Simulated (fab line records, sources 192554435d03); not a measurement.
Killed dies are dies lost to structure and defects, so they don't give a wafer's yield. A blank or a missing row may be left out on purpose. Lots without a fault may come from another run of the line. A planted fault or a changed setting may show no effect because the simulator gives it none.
Chamber matching | flow n5_finfet | N5_BEOL_M1_ETCH_69 on rie_diel-01: 4 sister chambers
The step etches SiARC in CF4, target depth 15.6 nm, time 26 s. 4 wafers are shown with their chamber, then 8 later ones without.

WAFERS WITH THEIR CHAMBER
wafer  | chamber | throttle_valve_pct (%)
L083.2 | 2       | 16.09
L083.3 | 3       | 15.42
L083.6 | 1       | 15.64
L085.1 | 0       | 15.54

WAFERS WITHOUT THEIR CHAMBER
wafer  | throttle_valve_pct (%)
L085.2 | 15.62
L085.6 | 16.08
L090.3 | 15.55
L090.4 | 16.11
L090.5 | 15.56
L096.1 | 15.66
L096.2 | 15.60
L096.4 | 15.51

WHICH CHAMBER EACH WENT THROUGH
wafer  | from the rows above     | in truth
L085.2 | 1                       | 1
L085.6 | 2                       | 2
L090.3 | 0                       | 0
L090.4 | 2                       | 2
L090.5 | 0                       | 0
L096.1 | 1                       | 1
L096.2 | can't be placed: 1 or 0 | 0
L096.4 | 0                       | 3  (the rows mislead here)
Placed correctly: 6 of 8. Can't be placed from these rows: 1 (the true chamber is among the candidates in 1). Placed wrongly: 1.
How it was worked out, from the rows above alone: a wafer's distance from a chamber is the root of the sum, over the readings, of the square of ((its reading less the chamber's mean) divided by the reading's scatter). The wafer belongs to the nearest chamber; if the next one is less than 2 further off, it can't be placed. A chamber's mean is the mean of its shown wafers. The scatter: with one shown wafer a chamber, the root of the mean of the squares of how far each hidden wafer lies from its nearest shown one.
